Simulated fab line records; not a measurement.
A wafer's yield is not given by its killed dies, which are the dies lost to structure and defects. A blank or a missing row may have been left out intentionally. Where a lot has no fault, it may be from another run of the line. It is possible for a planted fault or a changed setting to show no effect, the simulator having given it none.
fab line records ; flow nand-harc
[record] lots = 6; wafers = 18; last-day = 32
route steps=1302 shown A_SGD_CUT@901 END@1302
lots with no fault: from the same line, run without faults
start-h: start of the lot's first displayed wafer, in hours after the record's first day ; wait-h: hours elapsed since this lot's preceding step ; " unchanged from the row above ; L1.1+2: a row that stands for several wafers ; - no value, or no start was given ; * or withheld: withheld ; < > ~ a bound
route shown NAME@n: NAME is a module with steps in the file, n the number in the route of the first one ; usual: the fault-free wafers' mean and standard deviation ; same: alike in all rows ; chamber/n: place in a boat ; sites: readings site by site ; _std_site: how widely they spread, as a standard deviation ; _edge_site: inner sites' mean taken away from outer sites' mean ; radius-mm: how far each site lies from the wafer's centre ; mask NAME#n: copy n ; behind: the last tool/chamber to shape the wafer ; hold: why the lot was held/for how many hours/how that ended ; device: transistor that didn't switch, given as n, p or np ; end of line: the same wafers' tests at the end of the route ; for a step that has no rows: nothing shown but its recipe ; killed: dies lost to structure and defects at the first sort, not the wafer's yield ; map: shows each die of a wafer: x if killed, . if not, _ if none is there
set.NAME: the run value of the setting; set.NAME@STEP: its run value at that earlier step ; model.NAME: the simulator's own value behind a step, which no gauge read
a table for each step, a row for each wafer; lots at some steps of the route
services: a tool's chamber out of use, with start hour (start-h, from the record's first day; less than 0 if before it), hours out, and reason
[[steps]]
[step NHARC_A_SGD_CUT_CD_MEAS_09]
[recipe] target-cd-nm = 100; landing-energy-ev = 500
[usual] cd-nm = 100.0/0.5
lot.wafer;tool;chamber;start-h;wait-h;cd-nm
L221.2;cd-sem-02;0;445.60;-;99.9
L221.3;cd-sem-02;0;445.60;-;99.8
L221.6;cd-sem-02;0;445.60;-;100.0
L224.4;cd-sem-01;0;475.32;-;99.1
L224.5;cd-sem-01;0;475.32;-;99.3
L224.6;cd-sem-01;0;475.32;-;99.9
L231.2;cd-sem-02;0;551.54;-;99.3
L231.5;cd-sem-02;0;551.54;-;100.4
L231.6;cd-sem-02;0;551.54;-;99.7
L230.2;cd-sem-01;0;551.95;-;99.7
L230.5;cd-sem-01;0;551.95;-;100.7
L230.6;cd-sem-01;0;551.95;-;100.4
L232.1;cd-sem-01;0;565.23;-;100.2
L232.2;cd-sem-01;0;565.23;-;99.9
L232.3;cd-sem-01;0;565.23;-;99.5
L241.2;cd-sem-01;0;638.99;-;100.5
L241.4;cd-sem-01;0;638.99;-;99.5
L241.5;cd-sem-01;0;638.99;-;100.2
[step NHARC_A_SGD_CUT_OVL_MEAS_10]
[usual] overlay-x-nm = 0.2/0.95; overlay-y-nm = 0.1/0.95
lot.wafer;tool;chamber;start-h;wait-h;overlay-x-nm;overlay-y-nm
L221.2;overlay-01;-;445.69;-;0.3;-1.4
L221.3;overlay-01;-;445.69;-;0.3;-1.3
L221.6;overlay-01;-;445.69;-;0.2;-1.6
L224.4;overlay-02;-;475.40;-;1.3;-0.8
L224.5;overlay-02;-;475.40;-;1.4;-0.9
L224.6;overlay-02;-;475.40;-;1.2;-0.8
L231.2;overlay-02;-;551.63;-;-1.2;0.0
L231.5;overlay-02;-;551.63;-;-0.4;0.2
L231.6;overlay-02;-;551.63;-;-0.5;-0.1
L230.2;overlay-02;-;552.04;-;0.5;0.8
L230.5;overlay-02;-;552.04;-;0.9;0.5
L230.6;overlay-02;-;552.04;-;0.3;0.9
L232.1;overlay-02;-;565.32;-;-0.2;0.0
L232.2;overlay-02;-;565.32;-;0.2;-0.7
L232.3;overlay-02;-;565.32;-;0.3;0.0
L241.2;overlay-02;-;639.07;-;1.1;0.8
L241.4;overlay-02;-;639.07;-;1.5;0.9
L241.5;overlay-02;-;639.07;-;0.8;0.9
[step NHARC_A_SGD_CUT_INSPECT_11]
[usual] raw-defect-count = 51/25
lot.wafer;tool;chamber;start-h;wait-h;raw-defect-count
L221.2;defect-inspect-01;-;445.72;0.0;55
L221.3;defect-inspect-01;-;445.72;0.0;72
L221.6;defect-inspect-01;-;445.72;0.0;77
L224.4;defect-inspect-02;-;475.44;0.0;29
L224.5;defect-inspect-02;-;475.44;0.0;16
L224.6;defect-inspect-02;-;475.44;0.0;27
L231.2;defect-inspect-02;-;551.67;0.0;72
L231.5;defect-inspect-02;-;551.67;0.0;71
L231.6;defect-inspect-02;-;551.67;0.0;72
L230.2;defect-inspect-01;-;552.07;0.0;60
L230.5;defect-inspect-01;-;552.07;0.0;57
L230.6;defect-inspect-01;-;552.07;0.0;65
L232.1;defect-inspect-01;-;565.35;0.0;19
L232.2;defect-inspect-01;-;565.35;0.0;8
L232.3;defect-inspect-01;-;565.35;0.0;11
L241.2;defect-inspect-01;-;639.11;0.0;41
L241.4;defect-inspect-01;-;639.11;0.0;54
L241.5;defect-inspect-01;-;639.11;0.0;49
[step NHARC_A_SGD_CUT_DESCUM_14]
[recipe] time-s = 3; o2-flow-sccm = 200; ar-flow-sccm = 0; bias-power-w = 0; chemistry = O2
[usual] drypump-motor-current-A = 5.9/0.45; oes-product-au = 1.001/0.0082; rf-vpp-V = 57.9/0.89; showerhead-plenum-p-Torr = 1.93/0.072; throttle-valve-pct = 11.311/0.0085
lot.wafer;tool;chamber;start-h;wait-h;drypump-motor-current-A;oes-product-au;rf-hours-counter-h;rf-vpp-V;showerhead-plenum-p-Torr;throttle-valve-pct
L221.3;rie-diel-01;2;445.79;0.1;6.2;0.999;6;57.4;1.97;11.309
L221.2;rie-diel-01;3;445.79;0.1;5.9;1.009;6;56.8;1.86;11.319
L221.6;rie-diel-01;2;445.79;0.1;6.2;1.006;-;59.3;1.97;11.321
L224.5;rie-diel-03;3;475.53;0.1;6.1;0.996;-;57.6;1.88;11.321
L224.6;rie-diel-03;1;475.53;0.1;5.5;1.013;-;57.4;2.02;11.304
L224.4;rie-diel-03;2;475.53;0.1;5.9;0.990;-;58.1;1.98;11.321
L231.2;rie-diel-12;2;551.74;0.1;6.3;0.998;5;56.6;2.04;11.313
L231.6;rie-diel-12;0;551.74;0.1;6.1;0.999;-;56.5;1.95;11.317
L231.5;rie-diel-12;1;551.74;0.1;6.0;0.991;-;56.6;1.82;11.316
L230.2;rie-diel-03;3;552.15;0.1;6.1;0.999;4;56.2;1.88;11.309
L230.5;rie-diel-03;3;552.15;0.1;6.1;0.988;-;59.3;1.88;11.306
L230.6;rie-diel-03;0;552.15;0.1;5.8;0.992;-;57.2;1.93;11.296
L232.2;rie-diel-03;2;565.41;0.1;5.8;0.993;5;57.9;1.98;11.300
L232.1;rie-diel-03;3;565.41;0.1;6.0;0.998;5;57.2;1.88;11.296
L232.3;rie-diel-03;1;565.41;0.1;5.5;1.005;5;57.2;2.01;11.319
L241.2;rie-diel-12;3;639.17;0.1;4.6;1.015;0;58.9;2.05;11.292
L241.4;rie-diel-12;0;639.17;0.1;6.1;1.011;0;58.3;1.95;11.308
L241.5;rie-diel-12;0;639.17;0.1;6.1;1.016;-;57.1;1.95;11.314
[step NHARC_A_SGD_CUT_ETCH_58]
[recipe] target-depth-a = 390; over-etch-frac = 0.3; time-s = 65; ion-energy-ev = 80; cf4-flow-sccm = 150; ar-flow-sccm = 0; rf-w = 300; bias-w = 100; chemistry = CF4
[usual] cf4-flow-sccm = 150.1/0.46; drypump-motor-current-A = 5.9/0.44; oes-product-au = 1.001/0.008; rf-fwd-power-W = 297.5/0.95; rf-vpp-V = 151.3/1.2; showerhead-plenum-p-Torr = 1.78/0.061; throttle-valve-pct = 13.285/0.0091
[same] over-etch-frac = 0.3
lot.wafer;tool;chamber;start-h;wait-h;cf4-flow-sccm;drypump-motor-current-A;oes-product-au;rf-fwd-power-W;rf-hours-counter-h;rf-vpp-V;showerhead-plenum-p-Torr;throttle-valve-pct
L221.3;rie-diel-01;0;445.88;0.1;150.8;6.3;1.006;298.0;6;150.5;1.75;13.284
L221.2;rie-diel-01;1;445.88;0.1;150.4;5.7;1.006;298.3;6;149.3;1.74;13.291
L221.6;rie-diel-01;3;445.88;0.1;148.7;5.8;0.993;298.0;-;150.4;1.72;13.279
L224.6;rie-diel-03;2;475.62;0.1;150.1;5.9;1.007;298.5;-;151.6;1.83;13.295
L224.4;rie-diel-03;3;475.62;0.1;150.8;6.1;0.997;295.8;-;150.2;1.74;13.274
L224.5;rie-diel-03;1;475.62;0.1;149.9;5.5;1.008;296.6;-;152.3;1.86;13.294
L231.2;rie-diel-12;3;551.81;0.1;150.1;4.6;0.988;297.9;6;152.1;1.89;13.286
L231.5;rie-diel-12;3;551.81;0.1;150.8;4.6;0.994;298.7;-;152.1;1.89;13.289
L231.6;rie-diel-12;0;551.81;0.1;149.8;6.1;1.002;297.9;-;152.2;1.80;13.268
L230.2;rie-diel-03;3;552.26;0.1;151.0;6.1;1.002;297.4;4;151.2;1.74;13.288
L230.6;rie-diel-03;1;552.26;0.1;150.5;5.5;1.011;295.9;-;153.7;1.86;13.291
L230.5;rie-diel-03;3;552.26;0.1;150.6;6.1;1.007;296.1;-;149.6;1.74;13.282
L232.1;rie-diel-03;3;565.52;0.1;149.5;6.1;0.993;297.6;5;150.4;1.74;13.285
L232.2;rie-diel-03;1;565.52;0.1;149.9;5.5;1.011;297.9;5;152.3;1.85;13.298
L232.3;rie-diel-03;2;565.52;0.1;150.5;5.8;0.998;296.1;5;151.5;1.83;13.272
L241.2;rie-diel-12;3;639.25;0.1;150.3;4.6;1.005;297.0;0;153.5;1.89;13.284
L241.4;rie-diel-12;1;639.25;0.1;150.6;6.0;0.991;298.3;0;149.6;1.68;13.282
L241.5;rie-diel-12;3;639.25;0.1;149.9;4.6;1.008;296.6;-;154.5;1.89;13.276
[step NHARC_A_SGD_CUT_ETCH_59]
[recipe] target-depth-a = 2600; over-etch-frac = 0.25; time-s = 406.25; ion-energy-ev = 200; n2-flow-sccm = 150; h2-flow-sccm = 150; ar-flow-sccm = 0; rf-w = 400; bias-w = 150; chemistry = N2/H2
[usual] drypump-motor-current-A = 5.9/0.42; oes-product-au = 1.000/0.0086; rf-fwd-power-W = 399.5/1.2; rf-vpp-V = 430.9/2.3; showerhead-plenum-p-Torr = 2.06/0.079; throttle-valve-pct = 14.171/0.0086
[same] over-etch-frac = 0.25
lot.wafer;tool;chamber;start-h;wait-h;drypump-motor-current-A;oes-product-au;rf-fwd-power-W;rf-hours-counter-h;rf-vpp-V;showerhead-plenum-p-Torr;throttle-valve-pct
L221.3;rie-diel-01;2;-;-;6.3;1.002;399.7;6;432.7;2.10;14.174
L221.2;rie-diel-01;3;-;-;5.8;1.003;397.7;6;429.5;1.98;14.176
L221.6;rie-diel-01;1;-;-;5.7;1.007;399.9;-;429.3;2.00;14.163
L224.6;rie-diel-03;1;-;-;5.5;1.011;400.1;-;432.2;2.15;14.166
L224.4;rie-diel-03;2;-;-;5.9;1.005;400.5;-;432.2;2.12;14.165
L224.5;rie-diel-03;3;-;-;6.1;0.995;399.0;-;428.4;2.01;14.170
L230.2;rie-diel-03;0;-;-;5.8;0.983;397.5;3;432.2;2.06;14.164
L230.6;rie-diel-03;1;-;-;5.5;1.005;398.3;-;433.9;2.15;14.173
L230.5;rie-diel-03;3;-;-;6.1;0.998;399.3;-;428.8;2.01;14.192
L231.2;rie-diel-12;1;-;-;6.0;0.996;400.0;6;427.5;1.93;14.159
L231.6;rie-diel-12;3;-;-;4.6;0.994;398.8;-;434.4;2.19;14.182
L231.5;rie-diel-12;0;-;-;6.1;1.012;400.1;-;432.4;2.09;14.170
L232.1;rie-diel-03;2;-;-;5.8;1.009;401.5;5;433.7;2.11;14.164
L232.2;rie-diel-03;3;-;-;6.1;1.001;400.2;6;430.5;2.01;14.178
L232.3;rie-diel-03;1;-;-;5.5;1.015;398.0;5;433.4;2.15;14.177
L241.2;rie-diel-12;3;-;-;4.6;0.998;397.5;0;434.1;2.19;14.180
L241.4;rie-diel-12;0;-;-;6.1;1.003;400.4;0;431.5;2.08;14.184
L241.5;rie-diel-12;2;-;-;6.3;0.995;400.0;-;434.9;2.18;14.174
[step NHARC_A_SGD_CUT_ETCH_15]
[recipe] target-depth-a = 750; time-s = 64.3; ch3f-flow-sccm = 50; o2-flow-sccm = 30; ar-flow-sccm = 200; rf-w = 500; bias-w = 100; chemistry = CH3F/O2
[usual] drypump-motor-current-A = 5.9/0.43; oes-product-au = 0.962/0.017; rf-fwd-power-W = 495.5/1.9; rf-vpp-V = 264.1/1.4; showerhead-plenum-p-Torr = 2.48/0.09; throttle-valve-pct = 20.664/0.0094
lot.wafer;tool;chamber;start-h;wait-h;drypump-motor-current-A;oes-product-au;rf-fwd-power-W;rf-hours-counter-h;rf-vpp-V;showerhead-plenum-p-Torr;throttle-valve-pct
L221.3;rie-diel-01;1;-;-;5.7;0.967;497.4;6;263.4;2.41;20.647
L221.2;rie-diel-01;2;-;-;6.2;0.967;493.3;6;266.6;2.53;20.676
L221.6;rie-diel-01;2;-;-;6.3;0.956;493.5;-;263.8;2.53;20.668
L224.6;rie-diel-03;1;-;-;5.5;0.968;493.6;-;265.5;2.58;20.663
L224.5;rie-diel-03;2;-;-;5.8;0.957;498.1;-;265.2;2.54;20.672
L224.4;rie-diel-03;3;-;-;6.1;0.955;495.3;-;262.7;2.42;20.656
L231.2;rie-diel-12;2;-;-;6.3;0.922;494.7;5;266.6;2.62;20.665
L231.5;rie-diel-12;3;-;-;4.6;0.929;491.5;-;266.4;2.63;20.668
L231.6;rie-diel-12;0;-;-;6.1;0.941;497.2;-;265.6;2.51;20.667
L230.2;rie-diel-03;0;-;-;5.8;0.940;496.2;3;264.5;2.48;20.670
L230.6;rie-diel-03;3;-;-;6.1;0.943;494.1;-;263.9;2.42;20.650
L230.5;rie-diel-03;0;-;-;5.7;0.936;496.0;-;265.1;2.48;20.661
L232.1;rie-diel-03;1;-;-;5.5;0.937;492.7;5;265.0;2.58;20.661
L232.2;rie-diel-03;2;-;-;5.8;0.923;497.1;5;265.5;2.54;20.668
L232.3;rie-diel-03;3;-;-;6.1;0.929;494.8;6;263.5;2.42;20.670
L241.4;rie-diel-12;1;-;-;6.0;0.978;494.8;0;261.9;2.33;20.654
L241.2;rie-diel-12;0;-;-;6.1;0.966;495.8;0;264.1;2.51;20.649
L241.5;rie-diel-12;2;-;-;6.4;0.988;492.6;-;264.8;2.61;20.647
[step NHARC_A_SGD_CUT_ETCH_16]
[recipe] target-depth-a = 3105; time-s = 155.2; c4f8-flow-sccm = withheld; o2-flow-sccm = 8; ar-flow-sccm = withheld; rf-w = 600; bias-w = 800; chemistry = C4F8/O2/Ar
[usual] oes-product-au = 0.971/0.013; rf-fwd-power-W = 597.6/1.9; rf-vpp-V = 724/3.7
lot.wafer;tool;chamber;start-h;wait-h;oes-product-au;rf-fwd-power-W;rf-hours-counter-h;rf-vpp-V
L221.3;rie-diel-01;1;-;-;0.973;597.0;6;723
L221.2;rie-diel-01;2;-;-;0.980;599.3;6;727
L221.6;rie-diel-01;0;-;-;0.991;598.9;-;722
L224.6;rie-diel-03;2;-;-;0.970;598.5;-;726
L224.4;rie-diel-03;3;-;-;0.963;600.2;-;723
L224.5;rie-diel-03;1;-;-;0.973;599.0;-;728
L230.2;rie-diel-03;3;-;-;0.968;595.6;4;722
L230.6;rie-diel-03;0;-;-;0.964;599.6;-;724
L230.5;rie-diel-03;1;-;-;0.982;598.5;-;730
L231.2;rie-diel-12;2;-;-;0.938;594.4;5;731
L231.6;rie-diel-12;1;-;-;0.943;594.9;-;719
L231.5;rie-diel-12;2;-;-;0.951;595.1;-;729
L232.1;rie-diel-03;1;-;-;0.961;594.3;5;730
L232.2;rie-diel-03;2;-;-;0.950;599.1;5;728
L232.3;rie-diel-03;3;-;-;0.953;597.0;6;724
L241.2;rie-diel-12;3;-;-;0.975;595.1;1;729
L241.4;rie-diel-12;1;-;-;0.982;598.5;0;718
L241.5;rie-diel-12;3;-;-;0.985;592.7;-;731
[step NHARC_A_SGD_CUT_STRIP_60]
[recipe] c4f8-flow-sccm = withheld; o2-flow-sccm = 8; ar-flow-sccm = withheld; bias-w = 0; chemistry = C4F8/O2/Ar
[step NHARC_A_SGD_CUT_STRIP_17]
[recipe] o2-flow-sccm = 500; ar-flow-sccm = 0; bias-w = 0; chemistry = O2
[step NHARC_A_SGD_CUT_PRECLEAN_18]
[recipe] time-s = *; temp-c = 50; bath-age-min = 0; chemistry = SC1
[step NHARC_A_SGD_CUT_SRD_19]
[step NHARC_A_SGD_CUT_DEP_20]
[recipe] target-thk-a = 1500; temp-c = 65; material = SiO2
lot.wafer;tool;chamber;start-h;wait-h
L221.2+3+6;fcvd-02;1,0,1;446.92;-
L224.4+5+6;fcvd-01;0,1,0;476.86;-
L230.2+6+5;fcvd-02;0,1,0;553.46;-
L231.2+5+6;fcvd-02;1,0,1;553.75;-
L232.2+1+3;fcvd-01;1,0,0;566.70;-
L241.2+4+5;fcvd-01;0,1,1;640.36;-
[step NHARC_A_SGD_CUT_ANNEAL_27]
[recipe] temp-c = 450; time-s = 1800
[step NHARC_A_SGD_CUT_CMP_21]
[recipe] target-thk-nm = 148.19
[usual] motor-current-A = 12.7/1.6; time-to-endpoint-s = 50.5/2.7
lot.wafer;tool;chamber;start-h;wait-h;motor-current-A;time-to-endpoint-s
L221.3;cmp-02;3;451.93;0.4;12.6;54.4
L221.2;cmp-02;1;451.93;0.4;12.7;48.4
L221.6;cmp-02;2;451.93;0.4;11.4;52.6
L224.4;cmp-04;3;480.91;0.4;11.2;52.6
L224.6;cmp-04;1;480.91;0.4;13.5;55.4
L224.5;cmp-04;2;480.91;0.4;13.4;52.9
L230.2;cmp-02;3;557.93;0.4;12.6;37.7
L230.5;cmp-02;0;557.93;0.4;13.1;34.5
L230.6;cmp-02;1;557.93;0.4;12.8;32.3
L231.2;cmp-02;1;558.08;0.6;13.3;27.7
L231.5;cmp-02;2;558.08;0.6;11.2;32.0
L231.6;cmp-02;3;558.08;0.6;12.8;34.2
L232.2;cmp-04;1;573.28;0.4;14.2;53.9
L232.1;cmp-04;2;573.28;0.4;13.7;51.6
L232.3;cmp-04;3;573.28;0.4;10.4;50.6
L241.2;cmp-03;2;645.34;0.4;11.8;49.2
L241.4;cmp-03;0;645.34;0.4;15.9;48.8
L241.5;cmp-03;3;645.34;0.4;11.0;52.2
[step NHARC_A_SGD_CUT_THK_MEAS_22]
[recipe] thk-meas-gauge = ellipsometry
[usual] thk-nm = 148.1/1.4
lot.wafer;tool;chamber;start-h;wait-h;hold;thk-nm
L221.2;film-metro-02;-;452.16;0.2;-;148.9
L221.3;film-metro-02;-;452.16;0.2;-;149.1
L221.6;film-metro-02;-;452.16;0.2;-;150.4
L224.4;film-metro-01;-;481.11;0.2;-;148.1
L224.5;film-metro-01;-;481.11;0.2;-;146.5
L224.6;film-metro-01;-;481.11;0.2;-;148.3
L230.2;film-metro-02;-;558.11;0.2;await-dispo/0.2h/release;101.5
L230.5;film-metro-02;-;558.11;0.2;await-dispo/0.2h/release;101.6
L230.6;film-metro-02;-;558.11;0.2;await-dispo/0.2h/release;101.3
L230.2;film-metro-02;-;558.28;0.2;-;104.6
L230.5;film-metro-02;-;558.28;0.2;-;99.8
L230.6;film-metro-02;-;558.28;0.2;-;101.3
L231.2;film-metro-01;-;558.26;0.2;await-dispo/0.2h/release;100.6
L231.5;film-metro-01;-;558.26;0.2;await-dispo/0.2h/release;100.5
L231.6;film-metro-01;-;558.26;0.2;await-dispo/0.2h/release;100.5
L231.2;film-metro-01;-;558.43;0.2;-;102.9
L231.5;film-metro-01;-;558.43;0.2;-;99.7
L231.6;film-metro-01;-;558.43;0.2;-;100.4
L232.1;film-metro-01;-;573.51;0.2;-;146.9
L232.2;film-metro-01;-;573.51;0.2;-;147.5
L232.3;film-metro-01;-;573.51;0.2;-;148.7
L241.2;film-metro-02;-;645.59;0.2;-;147.8
L241.4;film-metro-02;-;645.59;0.2;-;148.5
L241.5;film-metro-02;-;645.59;0.2;-;144.2
[step NHARC_END_SORT_01]
[recipe] temp-c = 25
[usual] killed-at-array = 52/18; killed-at-other = 0.6/1.1; killed-at-periphery = 3.7/2.4; killed-dies = 57/19; killed-open = 3.1/1.7; killed-short = 2.5/1.7
[same] gross-dies = 677
lot.wafer;tool;chamber;start-h;wait-h;killed-at-array;killed-at-other;killed-at-periphery;killed-dies;killed-open;killed-short
L230.2;prober-01;0;686.77;2.8;33;3;2;38;3;2
L230.5;prober-01;0;689.18;3.7;39;1;4;44;4;1
L230.6;prober-01;0;689.98;4.0;46;1;3;50;5;1
L241.2;prober-01;0;771.77;2.8;57;3;8;68;2;2
L241.4;prober-01;0;773.38;3.4;85;1;6;92;2;4
L241.5;prober-01;0;774.19;3.7;70;0;10;80;3;1
// killed by level:class
L230.2 A_CHANNEL_HOLE_D1:chamber-film-flake=22 A_M0:chamber-film-flake=3 THIN_TSV:chamber-film-flake=3 P_CONTACT:geometric-particle:open=1 A_ONON_D1:geometric-particle:short=1 A_CHANNEL_FILL_D1:geometric-particle:open=1 A_WL_FILL:geometric-particle:short=1 A_M0:geometric-particle:open=1
L230.5 A_CHANNEL_HOLE_D1:chamber-film-flake=24 A_M0:chamber-film-flake=6 P_GATE:chamber-film-flake=3 A_DECK1_JOINT:chamber-film-flake=2 P_M0:geometric-particle:open=1 A_ONON_D1:geometric-particle:open=1 A_CHANNEL_FILL_D1:geometric-particle:open=1 A_ONON_D2:geometric-particle:short=1
L230.6 A_CHANNEL_HOLE_D1:chamber-film-flake=31 A_CHANNEL_FILL_D2:geometric-particle:open=3 A_M0:chamber-film-flake=3 A_DECK1_JOINT:chamber-film-flake=2 P_CONTACT:geometric-particle:open=1 A_WL_FILL:geometric-particle:short=1 A_CONTACT:geometric-particle:open=1 P_ZERO_WELL:chamber-film-flake=1
L241.2 A_SLIT:chamber-film-flake=24 A_CHANNEL_HOLE_D2:chamber-film-flake=16 P_ZERO_WELL:chamber-film-flake=4 A_STAIRCASE:chamber-film-flake=4 P_GATE:chamber-film-flake=3 A_CHANNEL_HOLE_D1:chamber-film-flake=3 A_CONTACT:chamber-film-flake=3 THIN_TSV:chamber-film-flake=3
L241.4 A_SLIT:chamber-film-flake=28 A_CHANNEL_HOLE_D2:chamber-film-flake=19 A_CONTACT:chamber-film-flake=13 A_STAIRCASE:chamber-film-flake=7 P_GATE:chamber-film-flake=4 A_CHANNEL_FILL_D2:chamber-film-flake=4 A_CHANNEL_HOLE_D1:chamber-film-flake=3 A_CHANNEL_HOLE_D2:geometric-particle:short=2
L241.5 A_SLIT:chamber-film-flake=25 A_CHANNEL_HOLE_D2:chamber-film-flake=20 A_CHANNEL_HOLE_D1:chamber-film-flake=7 P_ZERO_WELL:chamber-film-flake=5 A_STAIRCASE:chamber-film-flake=5 A_CONTACT:chamber-film-flake=5 A_SGD_CUT:chamber-film-flake=3 P_CONTACT:geometric-particle:open=2
[[services]]
tool;chamber;start-h;hours;kind
cmp-02;-;428.66;4.0;pm
rie-diel-03;2;443.60;2.3;repair
rie-diel-12;-;445.40;9.0;pm
rie-diel-01;3;446.88;4.2;repair
fcvd-02;-;450.00;13.0;pm
rie-diel-03;-;458.30;9.0;pm
rie-diel-03;0;467.99;16.3;repair
rie-diel-12;2;477.55;4.0;repair
rie-diel-03;3;480.25;2.1;repair
rie-diel-01;0;480.27;5.5;repair
rie-diel-03;1;499.58;4.4;repair
cmp-02;-;508.87;4.0;repair
cmp-02;-;515.09;3.7;repair
rie-diel-03;3;524.97;1.7;repair
cmp-02;-;526.66;4.0;pm
rie-diel-12;0;530.21;16.7;repair
rie-diel-01;1;536.56;4.7;repair
rie-diel-03;2;551.27;5.6;repair
rie-diel-01;-;557.80;9.0;pm
rie-diel-03;0;557.86;8.6;repair
rie-diel-03;0;610.48;7.6;repair
rie-diel-12;-;622.40;9.0;pm
rie-diel-01;-;623.71;4.8;repair
rie-diel-03;-;635.32;9.0;pm
[[key]]
[first-sign] step = NHARC_A_SGD_CUT_CMP_21; reading = time-to-endpoint-s; direction = down; sigmas = 6.5; usual = *; struck = *
[effect] step = NHARC_A_SGD_CUT_THK_MEAS_22; reading = visit; direction = added
[effect] step = NHARC_A_SGD_CUT_THK_MEAS_22; reading = thk-nm; direction = down; sigmas = 33; usual = 148.1; struck = 101.0
met-at NHARC_A_SGD_CUT_DEP_20
struck-wafers L230.2,L230.5,L230.6,L231.2,L231.5,L231.6
tester-left-out L230,L231
also-fits NHARC_A_SGD_CUT_CMP_21:cmp-02
[fault] kind = process-parameter-drift; tool = fcvd-02; chamber = -; onset-h = 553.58; steps = NHARC_A_SGD_CUT_DEP_20; channel = target-thk-a; offset = *; shape = step; end-h = 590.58; scope = struck-wafers-only; acts-in = *; stated = *
// tester-left-out: of these lots the tester's yield and bins aren't shown, on N5 and GAA mostly nor the transistor test; their killed dies are dies lost to structure and defects alone, not to doping, threshold or leakage, so they don't give the yield
